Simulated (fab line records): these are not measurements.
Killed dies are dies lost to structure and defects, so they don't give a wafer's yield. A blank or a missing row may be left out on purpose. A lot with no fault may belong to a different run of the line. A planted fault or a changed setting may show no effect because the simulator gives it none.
fab line records	flow nand_harc
record: lots: 24	wafers: 72	last_day: 33
route steps=1302 shown A_BLC@1130 A_M0@1158 A_M1@1180
lots that met no fault: taken from a fault-free run of the same line
start_h: hours from the record's first day to the start of the lot's first wafer shown	wait_h: hours since the lot's step before	" as in the row above	L1.1+2: a row that stands for several wafers	- no value, or no start given	* or withheld: withheld	< > ~ a bound
route shown NAME@n: names a module that has steps shown in the file, with the first one's number in the route	usual: mean/standard deviation of fault-free wafers	same: alike in all rows	chamber/n: place in a boat	sites: readings site by site	_std_site: their standard deviation	_edge_site: the outer-site mean with the inner-site mean subtracted	radius_mm: how far each site lies from the wafer's centre	mask NAME#n: copy n	behind: the last tool/chamber to shape the wafer	hold: cause of the lot's hold/its duration in hours/its outcome	device: transistor that didn't switch, given as n, p or np	end of line: at the end of the route, the tests of the same wafers	where a step has no rows: the recipe by itself	killed: count of dies lost to structure and defects at first sort (not the wafer's yield)	map: a wafer's dies, x killed, . not, _ none there
set.NAME: setting as actually run; set.NAME@STEP: the setting as run at that earlier step	model.NAME: the simulator's own value behind a step, which no gauge read
the route's steps for a sample of lots (tables are steps, rows are wafers)
services: from which hour (start_h, from the record's first day; less than 0 if before it) a tool's chamber was out of use, for how many hours, and why
== steps ==
step: NHARC_A_BLC_PVD_32
recipe: target_thk_a: 50	chamber_pressure_pa: 5	power_w: 5000	substrate_temp_c: 200	time_s: 17.7	material: Ti
usual: throttle_valve_pct: 30.2/0.81
lot.wafer	tool	chamber	start_h	wait_h	throttle_valve_pct
L074.2	pvd_sputter-01	-	-	-	30.8
L074.3	"	-	"	"	29.8
L074.6	"	-	"	"	30.9
L075.4	pvd_sputter-01	-	-	-	30.4
L075.6	"	-	"	"	31.0
L075.5	"	-	"	"	30.6
L077.2	pvd_sputter-03	-	-	-	29.7
L077.4	"	-	"	"	30.4
L077.5	"	-	"	"	29.8
L076.2	pvd_sputter-02	-	-	-	30.0
L076.3	"	-	"	"	29.8
L076.6	"	-	"	"	27.7
L078.1	pvd_sputter-02	-	-	-	30.4
L078.3	"	-	"	"	27.9
L078.6	"	-	"	"	29.9
L079.4	pvd_sputter-02	-	-	-	30.3
L079.1	"	-	"	"	27.7
L079.5	"	-	"	"	31.1
L080.2	pvd_sputter-01	-	-	-	30.6
L080.4	"	-	"	"	30.8
L080.1	"	-	"	"	29.7
L081.3	pvd_sputter-02	-	-	-	31.0
L081.4	"	-	"	"	29.9
L081.2	"	-	"	"	28.0
L082.1	pvd_sputter-02	-	-	-	31.0
L082.3	"	-	"	"	30.0
L082.5	"	-	"	"	27.8
L083.3	pvd_sputter-01	-	-	-	30.0
L083.5	"	-	"	"	30.7
L083.6	"	-	"	"	29.9
L085.4	pvd_sputter-02	-	-	-	30.8
L085.2	"	-	"	"	30.0
L085.5	"	-	"	"	31.2
L084.3	pvd_sputter-01	-	-	-	30.0
L084.2	"	-	"	"	30.8
L084.6	"	-	"	"	30.3
L086.3	pvd_sputter-03	-	-	-	31.2
L086.6	"	-	"	"	31.2
L086.5	"	-	"	"	29.6
L087.1	pvd_sputter-01	-	-	-	29.5
L087.5	"	-	"	"	30.7
L087.6	"	-	"	"	30.4
L089.1	pvd_sputter-01	-	-	-	30.5
L089.5	"	-	"	"	29.7
L089.6	"	-	"	"	30.9
L088.2	pvd_sputter-03	-	-	-	30.3
L088.3	"	-	"	"	29.5
L088.6	"	-	"	"	31.1
L090.1	pvd_sputter-03	-	-	-	31.5
L090.2	"	-	"	"	30.2
L090.5	"	-	"	"	31.2
L091.2	pvd_sputter-02	-	-	-	29.8
L091.4	"	-	"	"	28.0
L091.5	"	-	"	"	30.7
L092.1	pvd_sputter-01	-	-	-	30.0
L092.3	"	-	"	"	30.4
L092.5	"	-	"	"	29.7
L094.3	pvd_sputter-01	-	-	-	29.6
L094.1	"	-	"	"	30.9
L094.2	"	-	"	"	30.0
L093.4	pvd_sputter-01	-	-	-	30.1
L093.1	"	-	"	"	30.5
L093.2	"	-	"	"	30.3
L095.3	pvd_sputter-03	-	-	-	29.7
L095.1	"	-	"	"	30.3
L095.4	"	-	"	"	31.4
L096.2	pvd_sputter-01	-	-	-	30.5
L096.4	"	-	"	"	30.0
L096.6	"	-	"	"	30.4
L097.1	pvd_sputter-01	-	-	-	30.3
L097.4	"	-	"	"	30.5
L097.3	"	-	"	"	30.4
step: NHARC_A_M0_PVD_20
recipe: target_thk_a: 50	bias_v: 168.6	power_w: 15000	chamber_pressure_pa: 0.12	time_s: 8.06	substrate_temp_c: 50	material: TaN
usual: throttle_valve_pct: 30.1/0.91
lot.wafer	tool	chamber	start_h	wait_h	throttle_valve_pct
L074.3	pvd_sputter-02	-	-	-	29.9
L074.2	"	-	"	"	30.1
L074.6	"	-	"	"	30.9
L075.4	pvd_sputter-02	-	-	-	30.9
L075.5	"	-	"	"	30.0
L075.6	"	-	"	"	27.9
L077.4	pvd_sputter-03	-	-	-	30.2
L077.2	"	-	"	"	31.2
L077.5	"	-	"	"	30.3
L076.2	pvd_sputter-01	-	-	-	30.2
L076.3	"	-	"	"	30.9
L076.6	"	-	"	"	30.0
L078.3	pvd_sputter-01	-	-	-	30.8
L078.1	"	-	"	"	30.7
L078.6	"	-	"	"	30.7
L079.1	pvd_sputter-02	-	-	-	30.3
L079.4	"	-	"	"	30.4
L079.5	"	-	"	"	30.1
L080.2	pvd_sputter-02	-	-	-	30.0
L080.1	"	-	"	"	31.0
L080.4	"	-	"	"	30.0
L081.3	pvd_sputter-01	-	-	-	30.4
L081.2	"	-	"	"	29.7
L081.4	"	-	"	"	30.4
L082.3	pvd_sputter-01	-	-	-	30.6
L082.1	"	-	"	"	30.5
L082.5	"	-	"	"	29.7
L083.3	pvd_sputter-03	-	-	-	31.4
L083.5	"	-	"	"	30.4
L083.6	"	-	"	"	30.9
L085.2	pvd_sputter-02	-	-	-	31.2
L085.4	"	-	"	"	30.1
L085.5	"	-	"	"	31.0
L084.2	pvd_sputter-02	-	-	-	31.0
L084.3	"	-	"	"	27.7
L084.6	"	-	"	"	31.0
L086.3	pvd_sputter-03	-	-	-	30.3
L086.6	"	-	"	"	30.3
L086.5	"	-	"	"	31.2
L087.1	pvd_sputter-01	-	-	-	30.8
L087.6	"	-	"	"	30.7
L087.5	"	-	"	"	30.7
L089.1	pvd_sputter-02	-	-	-	28.0
L089.5	"	-	"	"	30.0
L089.6	"	-	"	"	28.2
L088.3	pvd_sputter-03	-	-	-	30.3
L088.2	"	-	"	"	31.5
L088.6	"	-	"	"	30.2
L090.1	pvd_sputter-03	-	-	-	31.2
L090.2	"	-	"	"	30.4
L090.5	"	-	"	"	31.0
L091.2	pvd_sputter-01	-	-	-	30.6
L091.4	"	-	"	"	30.4
L091.5	"	-	"	"	30.6
L092.1	pvd_sputter-02	-	-	-	28.2
L092.3	"	-	"	"	30.0
L092.5	"	-	"	"	30.5
L094.3	pvd_sputter-02	-	-	-	28.1
L094.2	"	-	"	"	30.8
L094.1	"	-	"	"	29.9
L093.4	pvd_sputter-02	-	-	-	30.5
L093.1	"	-	"	"	30.1
L093.2	"	-	"	"	28.2
L095.4	pvd_sputter-01	-	-	-	30.5
L095.1	"	-	"	"	30.7
L095.3	"	-	"	"	30.4
L096.2	pvd_sputter-02	-	-	-	29.6
L096.4	"	-	"	"	29.9
L096.6	"	-	"	"	30.8
L097.1	pvd_sputter-02	-	-	-	29.6
L097.4	"	-	"	"	30.0
L097.3	"	-	"	"	30.6
step: NHARC_A_M0_PRE_CLEAN_31
recipe: time_s: 12	temp_c: 370	rf_power_w: 300	gas: NH3
usual: heater_power_w: 607/71
lot.wafer	tool	chamber	start_h	wait_h	heater_power_w	since_wet_clean_h
L074.2	pecvd-03	2	535.34	0.1	617	156
L074.3	"	0	"	"	651	156
L074.6	"	2	"	"	621	-
L075.5	pecvd-04	1	540.84	0.1	512	-
L075.6	"	2	"	"	613	-
L075.4	"	0	"	"	633	-
L077.2	pecvd-02	1	555.19	0.7	576	134
L077.4	"	0	"	"	639	-
L077.5	"	1	"	"	574	-
L076.2	pecvd-04	1	557.08	0.1	542	94
L076.3	"	0	"	"	600	94
L076.6	"	0	"	"	607	-
L078.3	pecvd-04	0	571.20	0.1	611	108
L078.1	"	2	"	"	559	108
L078.6	"	2	"	"	574	-
L079.1	pecvd-03	2	575.64	0.1	595	16
L079.5	"	1	"	"	540	-
L079.4	"	2	"	"	576	-
L080.1	pecvd-03	1	599.50	0.1	570	39
L080.2	"	2	"	"	548	39
L080.4	"	0	"	"	672	-
L081.3	pecvd-04	0	599.77	0.1	573	137
L081.2	"	1	"	"	474	137
L081.4	"	0	"	"	571	-
L082.3	pecvd-03	1	611.63	0.1	473	52
L082.1	"	2	"	"	557	52
L082.5	"	1	"	"	474	-
L083.3	pecvd-03	1	618.73	0.1	556	59
L083.6	"	1	"	"	562	-
L083.5	"	2	"	"	625	-
L085.2	pecvd-03	0	630.49	0.1	665	70
L085.4	"	0	"	"	644	-
L085.5	"	1	"	"	490	-
L084.2	pecvd-03	0	632.12	0.1	663	72
L084.3	"	2	"	"	605	72
L084.6	"	0	"	"	666	-
L086.3	pecvd-02	1	646.10	0.1	563	44
L086.6	"	1	"	"	583	-
L086.5	"	0	"	"	609	-
L087.1	pecvd-03	1	667.42	0.1	526	107
L087.5	"	1	"	"	530	-
L087.6	"	2	"	"	630	-
L089.1	pecvd-04	2	673.90	0.1	630	30
L089.5	"	2	"	"	650	-
L089.6	"	0	"	"	582	-
L088.2	pecvd-04	1	675.93	0.1	535	32
L088.3	"	2	"	"	659	32
L088.6	"	2	"	"	657	-
L090.2	pecvd-04	0	681.37	0.1	634	37
L090.1	"	2	"	"	584	37
L090.5	"	1	"	"	512	-
L091.2	pecvd-02	1	684.92	0.1	633	83
L091.5	"	1	"	"	650	-
L091.4	"	0	"	"	620	-
L092.3	pecvd-02	1	700.89	0.1	680	99
L092.1	"	2	"	"	725	99
L092.5	"	1	"	"	662	-
L094.2	pecvd-04	0	715.69	0.1	606	71
L094.3	"	1	"	"	515	71
L094.1	"	2	"	"	672	71
L093.1	pecvd-02	2	716.90	0.1	792	115
L093.2	"	0	"	"	626	115
L093.4	"	0	"	"	606	-
L095.1	pecvd-04	1	740.26	0.1	518	96
L095.3	"	0	"	"	627	96
L095.4	"	1	"	"	536	-
L096.2	pecvd-03	2	748.59	0.1	586	7
L096.4	"	2	"	"	580	-
L096.6	"	2	"	"	583	-
L097.3	pecvd-02	0	749.54	0.1	550	147
L097.1	"	1	"	"	674	147
L097.4	"	2	"	"	823	-
step: NHARC_A_M1_OVL_MEAS_10
recipe: pitch_nm: 240
usual: overlay_x_nm: 0.2/0.75	overlay_y_nm: -0.1/0.8
lot.wafer	tool	chamber	start_h	wait_h	overlay_x_nm	overlay_y_nm
L074.2	overlay-02	-	536.73	-	1.0	0.6
L074.3	"	-	"	"	1.1	0.6
L074.6	"	-	"	"	1.2	0.4
L075.4	overlay-01	-	542.22	-	-1.2	0.8
L075.5	"	-	"	"	-1.2	0.4
L075.6	"	-	"	"	-0.2	0.6
L077.2	overlay-01	-	556.45	-	0.5	1.4
L077.4	"	-	"	"	0.5	0.8
L077.5	"	-	"	"	0.6	1.7
L076.2	overlay-02	-	558.51	-	-0.7	0.4
L076.3	"	-	"	"	-0.4	0.7
L076.6	"	-	"	"	-0.3	0.8
L078.1	overlay-01	-	573.05	-	0.9	-1.5
L078.3	"	-	"	"	0.2	-0.5
L078.6	"	-	"	"	0.6	-0.7
L079.1	overlay-02	-	577.13	-	1.5	-2.4
L079.4	"	-	"	"	1.2	-2.1
L079.5	"	-	"	"	2.2	-1.6
L080.1	overlay-02	-	600.88	-	0.1	-0.5
L080.2	"	-	"	"	0.3	-0.9
L080.4	"	-	"	"	-0.4	-0.5
L081.2	overlay-01	-	601.18	-	1.1	0.7
L081.3	"	-	"	"	1.1	0.8
L081.4	"	-	"	"	1.8	0.6
L082.1	overlay-02	-	612.91	-	-0.3	-1.3
L082.3	"	-	"	"	0.1	-1.7
L082.5	"	-	"	"	0.0	-1.3
L083.3	overlay-02	-	620.14	-	0.2	0.2
L083.5	"	-	"	"	0.6	-0.2
L083.6	"	-	"	"	0.5	0.0
L085.2	overlay-01	-	631.74	-	-0.9	0.4
L085.4	"	-	"	"	-0.1	0.8
L085.5	"	-	"	"	0.2	0.6
L084.2	overlay-02	-	633.50	-	-1.0	-0.2
L084.3	"	-	"	"	-0.5	-0.7
L084.6	"	-	"	"	-1.1	-0.9
L086.3	overlay-02	-	647.54	-	0.3	0.2
L086.5	"	-	"	"	0.3	0.5
L086.6	"	-	"	"	0.5	0.0
L087.1	overlay-02	-	668.82	-	-1.5	-0.4
L087.5	"	-	"	"	-1.0	-0.4
L087.6	"	-	"	"	-1.5	-0.3
L089.1	overlay-02	-	675.31	-	0.2	-0.8
L089.5	"	-	"	"	0.1	-1.1
L089.6	"	-	"	"	0.6	0.1
L088.2	overlay-01	-	677.33	-	0.0	-0.2
L088.3	"	-	"	"	-0.3	0.3
L088.6	"	-	"	"	0.2	-0.7
L090.1	overlay-01	-	682.79	-	0.0	0.4
L090.2	"	-	"	"	0.0	-0.1
L090.5	"	-	"	"	-0.1	1.0
L091.2	overlay-02	-	686.31	-	-0.2	-0.9
L091.4	"	-	"	"	0.2	-0.7
L091.5	"	-	"	"	-0.2	-0.9
L092.1	overlay-02	-	702.29	-	0.1	-0.4
L092.3	"	-	"	"	-0.1	-0.3
L092.5	"	-	"	"	-0.6	0.3
L094.1	overlay-02	-	717.08	-	0.6	1.2
L094.2	"	-	"	"	0.3	0.1
L094.3	"	-	"	"	-0.3	0.0
L093.1	overlay-01	-	718.28	-	-0.3	0.9
L093.2	"	-	"	"	-0.1	0.7
L093.4	"	-	"	"	0.7	1.0
L095.1	overlay-01	-	741.67	-	-0.3	-0.3
L095.3	"	-	"	"	-0.3	-0.3
L095.4	"	-	"	"	0.1	0.9
L096.2	overlay-02	-	750.18	-	1.0	-1.0
L096.4	"	-	"	"	1.2	-0.4
L096.6	"	-	"	"	0.5	-1.0
L097.1	overlay-02	-	750.96	-	1.2	0.2
L097.3	"	-	"	"	1.0	-0.2
L097.4	"	-	"	"	1.1	0.1
step: NHARC_A_M1_DESCUM_14
recipe: time_s: 3	o2_flow_sccm: 200	ar_flow_sccm: 0	bias_power_w: 0	chemistry: O2
usual: chamber_pressure_mTorr: 60.00/0.056	drypump_motor_current_A: 5.5/0.32	oes_product_au: 1.000/0.0076	rf_vpp_V: 57.7/0.88	showerhead_plenum_p_Torr: 1.89/0.07	throttle_valve_pct: 11.312/0.0094
lot.wafer	tool	chamber	start_h	wait_h	chamber_pressure_mTorr	drypump_motor_current_A	oes_product_au	rf_hours_counter_h	rf_vpp_V	showerhead_plenum_p_Torr	throttle_valve_pct
L074.3	rie_diel-06	3	536.83	0.1	60.05	5.6	1.002	4.0	57.7	2.00	11.286
L074.2	"	0	"	"	59.98	5.3	0.996	3.8	58.4	1.96	11.302
L074.6	"	3	"	"	59.95	5.6	1.009	-	59.1	2.01	11.300
L075.4	rie_diel-10	0	542.34	0.1	59.96	5.3	1.002	6.8	56.4	1.80	11.317
L075.5	"	1	"	"	60.10	5.7	0.998	-	57.5	1.91	11.314
L075.6	"	2	"	"	60.05	5.7	0.987	-	58.0	1.95	11.298
L077.4	rie_diel-10	3	556.55	0.1	60.05	5.9	1.011	7.2	57.3	1.83	11.302
L077.2	"	0	"	"	60.04	5.3	1.016	7.3	59.1	1.80	11.312
L077.5	"	0	"	"	60.02	5.3	1.009	-	58.4	1.80	11.304
L076.3	rie_diel-06	1	558.60	0.1	60.09	5.0	0.996	5.2	59.4	1.81	11.315
L076.2	"	2	"	"	60.01	5.6	0.992	5.2	58.6	1.88	11.308
L076.6	"	1	"	"	60.02	5.0	0.995	-	56.8	1.81	11.309
L078.3	rie_diel-06	1	573.14	0.1	59.98	5.0	0.991	5.5	57.7	1.81	11.314
L078.1	"	3	"	"	60.05	5.5	1.010	7.2	57.4	2.00	11.313
L078.6	"	2	"	"	59.92	5.6	0.995	-	57.9	1.88	11.312
L079.1	rie_diel-10	1	577.24	0.1	59.94	5.7	1.007	8.4	57.4	1.91	11.320
L079.4	"	2	"	"	59.96	5.7	0.997	8.5	58.7	1.94	11.333
L079.5	"	0	"	"	59.98	5.3	1.013	-	57.0	1.80	11.288
L080.1	rie_diel-06	3	600.99	0.1	60.03	5.6	1.017	8.4	57.3	2.00	11.318
L080.2	"	0	"	"	60.05	5.2	1.011	9.1	58.6	1.96	11.315
L080.4	"	1	"	"	59.89	5.0	0.997	7.5	56.6	1.81	11.314
L081.3	rie_diel-06	0	601.27	0.1	59.95	5.3	1.000	9.2	58.3	1.96	11.305
L081.2	"	2	"	"	59.90	5.6	0.996	6.8	58.2	1.88	11.307
L081.4	"	3	"	"	59.97	5.6	1.008	8.5	57.9	2.00	11.301
L082.1	rie_diel-10	1	613.00	0.1	60.12	5.7	0.994	0	57.6	1.91	11.311
L082.3	"	0	"	"	60.00	5.3	0.999	0	59.4	1.80	11.314
L082.5	"	1	"	"	59.98	5.7	0.990	-	58.1	1.91	11.307
L083.3	rie_diel-01	1	620.25	0.1	60.07	5.0	1.003	1.5	56.9	1.88	11.307
L083.5	"	0	"	"	59.99	5.4	1.006	-	59.5	1.97	11.315
L083.6	"	1	"	"	60.00	5.0	1.006	-	57.1	1.88	11.329
L085.4	rie_diel-10	1	631.86	0.1	59.98	5.7	1.002	1.1	57.9	1.91	11.314
L085.2	"	2	"	"	59.91	5.7	0.988	1.1	60.0	1.94	11.303
L085.5	"	3	"	"	59.99	5.9	1.004	-	56.4	1.83	11.321
L084.3	rie_diel-10	1	633.62	0.1	60.04	5.7	1.001	1.1	56.0	1.91	11.324
L084.2	"	2	"	"	60.09	5.7	0.995	1.1	58.3	1.94	11.308
L084.6	"	3	"	"	59.99	6.0	0.998	-	58.2	1.83	11.321
L086.3	rie_diel-10	0	647.66	0.1	60.02	5.3	1.008	1.5	57.6	1.80	11.308
L086.5	"	1	"	"	60.13	5.7	0.993	-	56.5	1.91	11.306
L086.6	"	2	"	"	60.00	5.7	0.989	-	58.7	1.94	11.293
L087.1	rie_diel-10	0	668.93	0.1	59.95	5.3	1.019	2.9	57.5	1.79	11.322
L087.5	"	2	"	"	60.07	5.7	0.997	-	57.2	1.94	11.315
L087.6	"	3	"	"	59.95	6.0	1.011	-	57.3	1.83	11.328
L089.1	rie_diel-01	1	675.43	0.1	59.96	5.0	0.996	2.9	59.0	1.88	11.320
L089.6	"	3	"	"	59.92	6.1	0.996	-	57.7	2.01	11.320
L089.5	"	0	"	"	59.89	5.4	0.991	-	57.2	1.97	11.312
L088.3	rie_diel-01	2	677.43	0.1	59.99	5.7	0.997	3.1	56.7	1.83	11.317
L088.2	"	3	"	"	59.94	6.1	1.002	3.2	57.3	2.01	11.301
L088.6	"	3	"	"	59.93	6.1	0.993	-	56.8	2.01	11.320
L090.2	rie_diel-01	1	682.90	0.1	59.99	5.0	0.996	2.9	58.6	1.88	11.321
L090.1	"	2	"	"	59.95	5.7	0.987	3.1	56.9	1.83	11.318
L090.5	"	0	"	"	60.00	5.3	0.982	-	59.1	1.97	11.306
L091.4	rie_diel-06	3	686.42	0.1	59.96	5.5	0.995	2.3	59.1	2.00	11.308
L091.2	"	1	"	"	59.97	5.0	0.999	1.4	57.4	1.81	11.310
L091.5	"	3	"	"	60.05	5.6	0.997	-	58.5	2.00	11.327
L092.1	rie_diel-01	1	702.39	0.1	60.08	5.0	1.008	3.6	57.0	1.88	11.315
L092.3	"	2	"	"	60.04	5.7	1.000	3.7	56.2	1.83	11.312
L092.5	"	2	"	"	59.97	5.7	0.993	-	57.0	1.83	11.312
L094.3	rie_diel-01	1	717.17	0.1	60.06	5.0	1.008	3.8	57.6	1.88	11.319
L094.2	"	2	"	"	60.07	5.7	0.993	3.9	57.0	1.83	11.294
L094.1	"	0	"	"	60.03	5.3	1.000	3.7	58.1	1.97	11.311
L093.1	rie_diel-01	1	718.38	0.1	60.09	5.0	0.997	3.9	57.1	1.88	11.319
L093.2	"	0	"	"	59.94	5.3	1.002	3.7	57.9	1.97	11.318
L093.4	"	0	"	"	59.98	5.3	0.998	-	57.8	1.97	11.306
L095.4	rie_diel-10	0	741.77	0.1	59.93	5.3	1.015	7.3	57.0	1.79	11.302
L095.3	"	2	"	"	59.99	5.7	1.005	7.2	58.3	1.94	11.298
L095.1	"	3	"	"	59.94	5.9	1.015	6.5	58.0	1.83	11.312
L096.2	rie_diel-10	2	750.27	0.1	59.92	5.7	0.996	7.3	58.5	1.94	11.307
L096.4	"	2	"	"	60.00	5.7	0.986	-	56.6	1.94	11.312
L096.6	"	2	"	"	60.04	5.7	0.995	-	58.7	1.94	11.315
L097.4	rie_diel-06	0	751.06	0.1	60.03	5.3	1.007	3.8	58.1	1.95	11.318
L097.3	"	1	"	"	60.00	5.0	0.987	3.9	56.7	1.81	11.325
L097.1	"	2	"	"	59.94	5.6	1.003	4.3	58.1	1.88	11.312
step: NHARC_A_M1_PVD_20
recipe: target_thk_a: 50	bias_v: 168.6	power_w: 15000	chamber_pressure_pa: 0.12	time_s: 8.06	substrate_temp_c: 50	material: TaN
usual: throttle_valve_pct: 30.1/0.86
lot.wafer	tool	chamber	start_h	wait_h	throttle_valve_pct
L074.2	pvd_sputter-03	-	-	-	31.2
L074.3	"	-	"	"	30.3
L074.6	"	-	"	"	31.0
L075.4	pvd_sputter-02	-	-	-	31.1
L075.5	"	-	"	"	30.9
L075.6	"	-	"	"	30.1
L077.2	pvd_sputter-02	-	-	-	30.1
L077.4	"	-	"	"	27.9
L077.5	"	-	"	"	29.9
L076.2	pvd_sputter-03	-	-	-	30.0
L076.3	"	-	"	"	30.1
L076.6	"	-	"	"	29.7
L078.1	pvd_sputter-01	-	-	-	30.7
L078.3	"	-	"	"	30.0
L078.6	"	-	"	"	30.7
L079.1	pvd_sputter-01	-	-	-	29.9
L079.4	"	-	"	"	30.8
L079.5	"	-	"	"	30.6
L080.4	pvd_sputter-02	-	-	-	28.0
L080.2	"	-	"	"	31.2
L080.1	"	-	"	"	29.8
L081.2	pvd_sputter-02	-	-	-	31.0
L081.3	"	-	"	"	30.4
L081.4	"	-	"	"	27.9
L082.3	pvd_sputter-03	-	-	-	30.8
L082.1	"	-	"	"	30.1
L082.5	"	-	"	"	31.4
L083.3	pvd_sputter-01	-	-	-	30.0
L083.6	"	-	"	"	29.9
L083.5	"	-	"	"	30.6
L085.4	pvd_sputter-01	-	-	-	30.7
L085.2	"	-	"	"	30.4
L085.5	"	-	"	"	30.5
L084.3	pvd_sputter-01	-	-	-	29.6
L084.2	"	-	"	"	30.7
L084.6	"	-	"	"	29.9
L086.3	pvd_sputter-02	-	-	-	30.0
L086.5	"	-	"	"	28.0
L086.6	"	-	"	"	30.6
L087.1	pvd_sputter-02	-	-	-	29.8
L087.6	"	-	"	"	29.6
L087.5	"	-	"	"	29.8
L089.1	pvd_sputter-02	-	-	-	28.0
L089.5	"	-	"	"	29.6
L089.6	"	-	"	"	29.6
L088.2	pvd_sputter-01	-	-	-	30.4
L088.3	"	-	"	"	30.9
L088.6	"	-	"	"	30.0
L090.2	pvd_sputter-02	-	-	-	30.8
L090.1	"	-	"	"	29.9
L090.5	"	-	"	"	30.8
L091.2	pvd_sputter-02	-	-	-	30.0
L091.4	"	-	"	"	28.1
L091.5	"	-	"	"	29.8
L092.3	pvd_sputter-01	-	-	-	30.4
L092.1	"	-	"	"	30.2
L092.5	"	-	"	"	30.5
L094.2	pvd_sputter-03	-	-	-	30.9
L094.1	"	-	"	"	29.8
L094.3	"	-	"	"	29.0
L093.4	pvd_sputter-02	-	-	-	29.6
L093.1	"	-	"	"	29.7
L093.2	"	-	"	"	28.0
L095.1	pvd_sputter-03	-	-	-	30.0
L095.4	"	-	"	"	28.5
L095.3	"	-	"	"	30.7
L096.4	pvd_sputter-03	-	-	-	31.1
L096.2	"	-	"	"	31.5
L096.6	"	-	"	"	30.0
L097.4	pvd_sputter-03	-	-	-	31.3
L097.1	"	-	"	"	30.0
L097.3	"	-	"	"	28.6
== services ==
tool	chamber	start_h	hours	kind
pvd_sputter-02	-	522.84	4.2	repair
pvd_sputter-03	-	526.06	10.0	pm
pecvd-03	-	547.12	13.0	pm
rie_diel-01	-	557.80	9.0	pm
pvd_sputter-01	-	582.04	10.0	pm
pecvd-04	2	582.53	8.9	repair
rie_diel-10	-	596.70	9.0	pm
rie_diel-01	-	612.16	2.3	repair
pecvd-04	-	631.25	13.0	pm
pvd_sputter-02	-	638.05	10.0	pm
pvd_sputter-03	-	638.34	1.9	repair
rie_diel-10	3	651.13	2.1	repair
pvd_sputter-01	-	653.96	4.7	repair
rie_diel-06	-	661.20	9.0	pm
rie_diel-06	0	680.35	5.9	repair
rie_diel-10	3	693.78	14.4	repair
rie_diel-01	0	695.61	6.4	repair
pvd_sputter-03	-	704.06	10.0	pm
pvd_sputter-01	-	723.70	1.7	repair
pvd_sputter-03	-	725.93	1.1	repair
pecvd-03	-	728.12	13.0	pm
rie_diel-10	0	742.49	12.6	repair
pvd_sputter-02	-	743.53	2.3	repair
rie_diel-10	1	748.12	6.5	repair
== key ==
fault none
